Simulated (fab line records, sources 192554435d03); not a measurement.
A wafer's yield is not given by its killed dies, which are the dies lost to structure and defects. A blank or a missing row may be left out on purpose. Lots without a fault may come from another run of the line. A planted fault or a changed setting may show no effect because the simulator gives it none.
3 desks looking at one fault    flow n5_finfet    numbers are kept per desk, each desk with only its own; the story behind them comes last

THE TOOL OWNER'S DESK: rie_diel-06
The tool's own readings at N5_BEOL_M6_STRIP_19 (strips in O2): means of the sampled wafers that have a number, for each lot that ran on this tool. A lot is out of limits, marked OUT, if its mean lies more than 4 standard deviations from the usual mean; the brackets give that distance.
Columns: A = drypump_motor_current_A at N5_BEOL_M6_STRIP_19, usual 5.5 A; B = oes_product_au at N5_BEOL_M6_STRIP_19, usual 0.79 a.u.; C = rf_vpp_V at N5_BEOL_M6_STRIP_19, usual 3.6 V; D = showerhead_plenum_p_Torr at N5_BEOL_M6_STRIP_19, usual 2.09 Torr; E = temp_c at N5_BEOL_M6_STRIP_19, usual 39.99 C; F = throttle_valve_pct at N5_BEOL_M6_STRIP_19, usual 16.67 %
lot   first seen here  A    B     C    D     E      F
L681  day 10 13:44     5.3  0.75  3.5  2.04  39.81  16.80
L693  day 13 12:43     5.7  0.71  3.8  2.05  40.10  17.00
This desk's finding: nothing out of limits on any of the 2 lots.

THE DEFECT DESK
Inspection counts along the route, by lot: the mean over sampled wafers that carry a number. A lot is out of limits, marked OUT, if its mean lies more than 4 standard deviations from the usual mean; the brackets give that distance.
Columns: A = raw_defect_count at N5_BEOL_M6_INSPECT_13, usual 399
lot   first seen here  A
L675  day 8 23:17      314
L681  day 10 12:42     442
L688  day 12 15:44     317
L692  day 13 11:46     334
L693  day 13 12:15     476
This desk's finding: nothing out of limits on any of the 5 lots.

AT THE METROLOGY DESK
What the gauges read, lot by lot, whatever tool the lot ran on: means of the sampled wafers that have a number. A lot is out of limits, marked OUT, if its mean lies more than 4 standard deviations from the usual mean; the brackets give that distance.
Columns: A = cd_nm at N5_BEOL_M6_CD_MEAS_11, usual 38.5 nm; B = M6_OVL at N5_BEOL_M6_OVL_MEAS_12, usual 0.4 nm; C = cd_nm at N5_BEOL_M6_CD_MEAS_18, usual 40.0 nm
lot   first seen here  A     B     C
L675  day 8 23:13      38.2  -0.6  40.0
L681  day 10 12:38     39.1  0.4   40.7
L688  day 12 15:41     38.2  -0.0  39.7
L692  day 13 11:42     38.7  0.7   40.1
L693  day 13 12:12     38.6  1.4   40.3
This desk's finding: nothing out of limits on any of the 5 lots.

PUT TOGETHER
The desk of the tool owner found nothing out of limits.
Nothing out of limits was seen by the defect desk.
From the metrology desk's view, nothing was out of limits.

WHAT THE SIMULATOR PUT IN
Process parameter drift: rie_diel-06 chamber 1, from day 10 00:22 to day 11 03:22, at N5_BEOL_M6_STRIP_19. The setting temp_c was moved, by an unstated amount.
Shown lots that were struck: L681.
